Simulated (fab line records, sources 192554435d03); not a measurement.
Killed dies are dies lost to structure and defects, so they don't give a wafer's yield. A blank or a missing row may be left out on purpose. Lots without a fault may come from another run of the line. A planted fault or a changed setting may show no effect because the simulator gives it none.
Split-lot experiment | flow n5_finfet | 7 lots, 21 wafers read, on a route of 1938 steps

THE SPLIT
At N5_BEOL_M1_ETCH_70 (etches SOC in N2/H2, target depth 80 nm, overetch 16 nm, time 120 s), the setting source_w was moved away from the recipe's 840 W on 6 of the 21 wafers read, by -15.7% to +6.5%. The other wafers ran this setting at the recipe's value.

The reading is taken at the split's own step.

THE READING
rf_vpp_V, in V, at N5_BEOL_M1_ETCH_70 (etches SOC in N2/H2, target depth 80 nm, overetch 16 nm, time 120 s). Fault-free wafers of this fab line usually give 524.1 V, standard deviation 3 V.

wafer  | tool, chamber at the split | source_w as run, W | against the recipe | rf_vpp_V, V | against lot-mates on the recipe
L075.1 | rie_diel-06, 3             | 774                | -7.9%              | 539.0       | +15.7
L075.3 | rie_diel-06, 1             | 774                | -7.9%              | 540.9       | +17.6
L075.6 | rie_diel-06, 3             | 840                | recipe             | 523.3       | -
L076.2 | rie_diel-05, 3             | 840                | recipe             | 526.1       | -
L076.3 | rie_diel-05, 0             | 840                | recipe             | 522.1       | -
L076.6 | rie_diel-05, 3             | 840                | recipe             | 526.8       | -
L079.2 | rie_diel-01, 0             | 840                | recipe             | 529.2       | -
L079.3 | rie_diel-01, 1             | 840                | recipe             | 527.3       | -
L079.4 | rie_diel-01, 2             | 840                | recipe             | 519.0       | -
L083.1 | rie_diel-01, 2             | 840                | recipe             | 521.3       | -
L083.3 | rie_diel-01, 1             | 707.9              | -15.7%             | 556.8       | +35.5
L083.5 | rie_diel-01, 2             | 840                | recipe             | 521.4       | -
L092.4 | rie_diel-01, 1             | 840                | recipe             | 526.7       | -
L092.5 | rie_diel-01, 2             | 840                | recipe             | 522.2       | -
L092.6 | rie_diel-01, 1             | 840                | recipe             | 526.4       | -
L091.3 | rie_diel-06, 3             | 840                | recipe             | 524.7       | -
L091.4 | rie_diel-06, 2             | 840                | recipe             | 521.6       | -
L091.5 | rie_diel-06, 3             | 894.4              | +6.5%              | 515.4       | -7.8
L094.2 | rie_diel-05, 0             | 840                | recipe             | 521.0       | -
L094.3 | rie_diel-05, 2             | 799.1              | -4.9%              | 535.5       | +14.5
L094.4 | rie_diel-05, 1             | 799.1              | -4.9%              | 527.8       | +6.8

THE FIT
A straight line over all 21 wafers: rf_vpp_V changes by -1.94 V for each +1% of source_w; r = -0.94; the points scatter about the line by 3.1 V.
The same after taking each lot's own level away (the mean of its wafers on the recipe; 21 wafers): -2.08 V for each +1%; r = -0.96; scatter 2.9 V.
On that fit, the largest move of source_w shifts the reading by 33 V.
The lots' own levels span 521.00 to 525.17 V, that is 1.4 times the standard deviation above.
So the lot-to-lot level changes the slope little: the two slopes agree.
Check: with one of the wafers moved furthest among these (-15.7%) left out of the fit, the line predicts +30.5 V for it against its lot-mates. It came out at +35.5 V against them.
Tool readings at the split's step, against how far the setting was moved: rf_vpp_V r = -0.94.

OTHER SPLITS ON THESE WAFERS
These wafers also went through other splits before the reading. Each is held against what the fit with the lots' levels taken away leaves over:
other split on the same wafers         | wafers away from the commonest value | r with rf_vpp_V (lot level and that fit taken away)
N5_DUMMY_GATE_ETCH_32 time_s           | 8                                    | +0.03
N5_SD_EPI_P_COAT_34 spin_rpm           | 9                                    | +0.17
N5_SDB_EXPOSE_08 dose_mj               | 6                                    | +0.04
N5_MOL_CONTACT_COAG_ALD_133 ald_cycles | 6                                    | +0.09
N5_BEOL_M0_SAQP_COAT_105 spin_rpm      | 6                                    | -0.01
N5_BEOL_M0_ETCH_138 source_w           | 8                                    | -0.16

THE FILE'S OWN FIT
rf_vpp_V changes by -2.11 V for each +1% of source_w, r = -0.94.
